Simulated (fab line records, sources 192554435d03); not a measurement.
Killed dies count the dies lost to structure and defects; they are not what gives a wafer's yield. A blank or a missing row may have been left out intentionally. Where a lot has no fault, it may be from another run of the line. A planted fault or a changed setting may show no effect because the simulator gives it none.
Comparing a struck lot with a sound one :: flow n5Finfet :: 19 out of 1938 route steps
Sound: these wafers, L282.1, L282.2, L282.6. Wafers struck: L297.3, L297.4, L297.6. The cause comes at the end.
Per side, at each step with rows, come the tool, then ch with its chambers, and then its first start. Under that, the readings that differ: sound wafers :: struck wafers :: difference of the means :: sigmas: that difference in standard deviations of wafers without a fault.
alike: readings whose means differ by less than 2 such deviations, and words and numbers that are the same on both sides. not compared: withheld readings, readings that some wafer has no value for, bounds like >300 that may hide the same value, and numbers for which the record gives no deviation and whose values overlap.
The two part at a step that has a row with sigmas, a row that says differs or no value, or rows on one side only. Numbers that have no deviation but don't overlap get no sigmas and don't part them. A reading missing from all wafers of one side parts the sides only when that side holds two or more wafers.

first, 8 steps without rows for these wafers: N5_BEOL_M7_CMP_52 (polishes, stops on SiCOH lowk, t overpolish 6.9 s, target thk 80 nm); N5_BEOL_M7_PRE_CLEAN_55 (time 15 s); N5_BEOL_M7_DEP_56 (deposits SiCN from 3MS/NH3, target thk 10 nm, time 17.5 s); N5_BEOL_M8_ILD_DEP_00 (deposits SiCOH lowk from DEMS/porogen, target thk 179.75 nm, time 33.4 s); N5_BEOL_M8_CURE_74 (cures SiCOH lowk, time 240 s); N5_BEOL_M8_PECVD_70 (deposits SiO2 from TEOS/O2, target thk 20 nm, time 22.7 s); N5_BEOL_M8_HM_DEP_02 (deposits TiN, target thk 20 nm); N5_BEOL_M8_COAT_59 (time 60 s, resist thk 100 nm).
N5_BEOL_M8_COAT_60: time 60 s, resist thk 35 nm.
  sound on lithoTrack-02 ch 0, day 13 18:05; struck on lithoTrack-02 ch 0, day 16 17:37
reading: spinSpeedRpm (rpm)
sound: 1498.8 1499.9 1501.7
struck: 1457.8 1457.5 1457.5
difference: -42.5
sigmas: -45

reading: model.SiARC_of_BEOL_M8_COAT_60.thkNm (nm)
sound: 35 34.8 35
struck: 35.4 35.4 35.4
difference: +0.5
sigmas: 
then, 7 steps without rows for these wafers: N5_BEOL_M8_COAT_05 (resist thk 90 nm); N5_BEOL_M8_EBR_07; N5_BEOL_M8_SOFTBAKE_06 (time 60 s); N5_BEOL_M8_EXPOSE_08 (exposes mask M8); N5_BEOL_M8_PEB_09 (peb time 60 s); N5_BEOL_M8_DEVELOP_10 (develop time 30 s); N5_BEOL_M8_DESCUM_16 (chemistry O2, time 7.9 s).
N5_BEOL_M8_ETCH_61: etches SiARC in CF4, target depth 45.5 nm, time 75.8 s.
  sound on rieDiel-05 ch 0,3, day 13 19:02; struck on rieDiel-05 ch 0,1,3, day 16 18:14
reading: model.etch.depthNm (nm)
sound: 34.98 34.89 35.03
struck: 35.49 35.48 35.44
difference: +0.50
sigmas: 
  alike: cf4FlowSccm, drypumpMotorCurrentA, etchRfOnTimeS, oesProductAu, rfFwdPowerW, rfVppV, showerheadPlenumPTorr, throttleValvePct
  not compared: rfHoursCounterH, model.CAR-ArF_of_BEOL_M8_COAT_05.thkNm
N5_BEOL_M8_ETCH_62: etches SOC in N2/H2, target depth 110 nm, overetch 22 nm, time 165 s.
  sound on rieDiel-05 ch 0,3, day 13 19:06; struck on rieDiel-05 ch 0,1,3, day 16 18:17
  alike: drypumpMotorCurrentA, oesProductAu, rfFwdPowerW, rfVppV, showerheadPlenumPTorr, throttleValvePct
  not compared: rfHoursCounterH, model.SiARC_of_BEOL_M8_COAT_60.thkNm
then, 1 step without rows for these wafers: N5_BEOL_M8_STRIP_68 (strips in N2/H2).

## WHERE THEY PART
At N5_BEOL_M8_COAT_60 and nowhere else, as far as this record goes. Later steps at which nothing parts them and some readings are alike: N5_BEOL_M8_ETCH_61, N5_BEOL_M8_ETCH_62.

WHY: whatever the simulator had introduced
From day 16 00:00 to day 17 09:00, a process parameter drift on lithoTrack-02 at N5_BEOL_M8_COAT_60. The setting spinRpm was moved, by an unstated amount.
